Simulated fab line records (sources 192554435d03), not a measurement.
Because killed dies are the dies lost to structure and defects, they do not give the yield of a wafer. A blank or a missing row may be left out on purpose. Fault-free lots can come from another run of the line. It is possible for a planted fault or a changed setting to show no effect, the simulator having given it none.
Matching of chambers ; flow n5 finfet ; ald sin-03 running N5_DUMMY_GATE_ALD_02: 4 sister chambers
The step deposits SiO2, target thk 2 nm, pulse time 1 s. 22 wafers are shown with their chamber, then 11 later ones without.

== WAFERS WITH THEIR CHAMBER ==
wafer;chamber;heater power outer w (W);heater power w (W);precursor pulse height rel
L074.1;0;273;512;1.008
L074.3;2;259;473;0.958
L074.4;3;208;415;1.043
L077.3;2;255;481;1.009
L077.5;2;265;485;1.008
L077.6;1;286;483;0.973
L078.1;2;259;492;0.982
L078.2;3;211;418;1.025
L078.3;1;281;476;1.000
L080.1;2;258;483;0.976
L080.4;1;289;471;0.982
L080.5;0;261;511;0.999
L084.1;3;207;428;0.958
L084.2;0;256;470;0.994
L084.5;3;215;415;1.010
L085.2;2;240;470;0.996
L085.4;0;265;503;1.009
L085.6;0;257;490;1.001
L086.3;2;245;479;1.001
L086.4;3;212;416;0.996
L086.6;0;254;480;1.009
L089.1;3;215;431;1.003

SIGNATURES (averages over the wafers above)
reading;chamber 0;chamber 1;chamber 2;chamber 3;scatter within a chamber
heater power outer w;261.00;285.33;254.43;211.33;6.68
heater power w;494.33;476.67;480.43;420.50;10.9
precursor pulse height rel;1.00333;0.98500;0.99000;1.00583;0.0195
Rule: distance of a wafer from a chamber = root of the sum over the readings of ((wafer's reading minus chamber's mean) / reading's scatter) squared. If the next closest chamber is less than 2 further off than the closest, the wafer can't be placed; otherwise it belongs to the closest. The scatter is the square root of a quotient: the sum, over the shown wafers, of each reading's squared deviation from its chamber's mean, divided by wafers minus chambers.

== WAFERS WITH NO CHAMBER GIVEN ==
wafer;heater power outer w (W);heater power w (W);precursor pulse height rel
L089.3;247;458;1.007
L089.6;272;458;0.982
L095.1;261;496;0.999
L095.2;277;453;1.011
L095.3;209;420;0.973
L096.3;263;506;0.972
L096.5;246;465;0.998
L096.6;217;424;0.999
L097.1;222;432;0.984
L097.3;276;457;0.993
L097.4;265;490;0.993

== WHICH CHAMBER EACH WENT THROUGH ==
wafer;from the rows above;in truth
L089.3;can't be placed: 2 or 0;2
L089.6;can't be placed: 1 or 2 or 0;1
L095.1;can't be placed: 0 or 2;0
L095.2;can't be placed: 1 or 2 or 0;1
L095.3;3;3
L096.3;can't be placed: 0 or 2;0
L096.5;can't be placed: 2 or 0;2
L096.6;3;3
L097.1;3;3
L097.3;can't be placed: 1 or 2 or 0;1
L097.4;can't be placed: 0 or 2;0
Placed correctly: 3 of 11. Can't be placed from these rows: 8 (the true chamber is among the candidates in 8). 0 placed wrongly.
